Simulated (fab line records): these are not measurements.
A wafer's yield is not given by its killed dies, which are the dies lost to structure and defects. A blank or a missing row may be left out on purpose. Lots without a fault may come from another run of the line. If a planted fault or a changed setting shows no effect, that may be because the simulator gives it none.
Lot-split experiment ; flow n5 finfet ; on a route of 1938 steps: 7 lots, 39 wafers read

SPLIT DETAILS
At N5_BEOL_M10_TRENCH_ETCH_37 (etches SiCOH lowk in C4F6/O2, target depth 148.83 nm, time 48 s), the setting target depth a was moved away from the recipe's 1488.3 angstrom on 15 of the 39 wafers read, by -21.3% to +57.5%. For the rest of the wafers, this setting stayed at what the recipe calls for.

FROM THE SPLIT TO THE READING: what the file shows between them, 8 steps
- N5_BEOL_M10_ETCH_41: etches SiCN in CH3F/O2, target depth 42.6 nm, time 86 s
- N5_BEOL_M10_STRIP_77: strips in N2/H2, time 10 s
- N5_BEOL_M10_OCD_MEAS_38
- N5_BEOL_M10_HM_STRIP_39: strips TiN in peroxide tin strip, target depth 25 nm, time 158 s
- N5_BEOL_M10_SRD_40: time 30 s
- N5_BEOL_M10_ECD_50: material Cu, target thk 318 nm
- N5_BEOL_M10_ANNEAL_51: time 90 s
- N5_BEOL_M10_CMP_52: polishes, stops on SiCOH lowk, t overpolish 7 s, target thk 140 nm

THE READING
M10_THK, in nm, at N5_BEOL_M10_THK_MEAS_53 (measures by xrf). On this fab line, fault-free wafers typically give 143 nm with a standard deviation of 4.3 nm.

wafer;tool, chamber at the split;target depth a as run, angstrom;against the recipe;M10_THK, nm;against lot-mates on the recipe
L077.1;rie diel-04, 3;1488.3;recipe;150;-
L077.2;rie diel-04, 2;1488.3;recipe;144;-
L077.3;rie diel-04, 0;1488.3;recipe;143;-
L077.4;rie diel-04, 1;1488.3;recipe;140;-
L077.5;rie diel-04, 3;1488.3;recipe;149;-
L077.6;rie diel-04, 0;1488.3;recipe;138;-
L080.1;rie diel-01, 2;1488.3;recipe;143;-
L080.2;rie diel-01, 3;1488.3;recipe;146;-
L080.3;rie diel-01, 0;1171;-21.3%;113;-30
L080.4;rie diel-01, 1;1171;-21.3%;106;-37
L080.5;rie diel-01, 2;1488.3;recipe;141;-
L080.6;rie diel-01, 3;1171;-21.3%;110;-33
L086.1;rie diel-05, 0;1488.3;recipe;147;-
L086.2;rie diel-05, 1;1899;+27.6%;189;+48
L086.3;rie diel-05, 2;1488.3;recipe;135;-
L086.4;rie diel-05, 3;1488.3;recipe;142;-
L086.5;rie diel-05, 1;1899;+27.6%;187;+46
L086.6;rie diel-05, 0;1899;+27.6%;189;+48
L089.1;rie diel-05, 0;1757;+18.1%;174;+30
L089.2;rie diel-05, 1;1488.3;recipe;144;-
L089.3;rie diel-05, 2;1757;+18.1%;156;+12
L089.4;rie diel-05, 3;1757;+18.1%;166;+22
L089.5;rie diel-05, 1;1488.3;recipe;141;-
L089.6;rie diel-05, 0;1488.3;recipe;147;-
L088.1;rie diel-04, 0;1488.3;recipe;139;-
L088.2;rie diel-04, 2;1488.3;recipe;147;-
L088.3;rie diel-04, 3;1488.3;recipe;147;-
L088.4;rie diel-04, 1;2344;+57.5%;230;+86
L088.5;rie diel-04, 3;2344;+57.5%;239;+95
L088.6;rie diel-04, 2;2344;+57.5%;230;+86
L093.1;rie diel-04, 0;2263;+52.1%;213;+72
L093.2;rie diel-04, 3;1488.3;recipe;146;-
L093.3;rie diel-04, 2;2263;+52.1%;225;+84
L093.4;rie diel-04, 1;1488.3;recipe;140;-
L093.5;rie diel-04, 1;2263;+52.1%;219;+78
L093.6;rie diel-04, 0;1488.3;recipe;137;-
L095.1;rie diel-01, 1;1488.3;recipe;148;-
L095.4;rie diel-01, 3;1488.3;recipe;142;-
L095.5;rie diel-01, 3;1488.3;recipe;140;-

FIT RESULTS
A straight line over all 39 wafers: M10_THK changes by +1.52 nm for each +1% of target depth a; r = +0.99; the points scatter about the line by 4.8 nm.
The same after taking each lot's own level away (the mean of its wafers on the recipe; 39 wafers): +1.54 nm for each +1%; r = +0.99; scatter 4.8 nm.
On that fit, the largest move of target depth a shifts the reading by 88 nm.
The lots' own levels span 141.0 to 144.3 nm, that is 0.8 times the standard deviation above.
Consequently the slope shifts little with the lot-to-lot level, the two slopes agreeing.
Check: for one of the wafers moved furthest among these (+57.5%), held out of the fit, the line's prediction against its lot-mates is +88.3 nm. It came out at +85.7 nm against them.

THE WHOLE CHAIN: every reading that the file lists as answering this split, in the file's order
step;what it does;reading;change (the file's fit);r (the file's)
N5_BEOL_M10_TRENCH_ETCH_37;etches SiCOH lowk in C4F6/O2, target depth 148.83 nm, time 48 s;etch.depth nm (the simulator's own value, which no gauge read);+1.5 nm for each +1% of the setting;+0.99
N5_BEOL_M10_TRENCH_ETCH_37;etches SiCOH lowk in C4F6/O2, target depth 148.83 nm, time 48 s;BEOL_M10.feature depth nm (the simulator's own value, which no gauge read);+1.5 nm for each +1% of the setting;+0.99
N5_BEOL_M10_TRENCH_ETCH_37;etches SiCOH lowk in C4F6/O2, target depth 148.83 nm, time 48 s;TiN_of_BEOL_M10_HM_DEP_02.thk nm (the simulator's own value, which no gauge read);-0.0406 nm for each +1% of the setting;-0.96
N5_BEOL_M10_OCD_MEAS_38;;trench depth nm;+1.5 nm for each +1% of the setting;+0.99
N5_BEOL_M10_CMP_52;polishes, stops on SiCOH lowk, t overpolish 7 s, target thk 140 nm;Cu_of_BEOL_M10_ECD_50.thk nm (the simulator's own value, which no gauge read);+1.49 nm for each +1% of the setting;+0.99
N5_BEOL_M10_THK_MEAS_53;measures by xrf;M10_THK;+1.53 for each +1% of the setting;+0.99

FILE'S OWN FIT
M10_THK changes by +1.53 nm for each +1% of target depth a, r = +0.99.
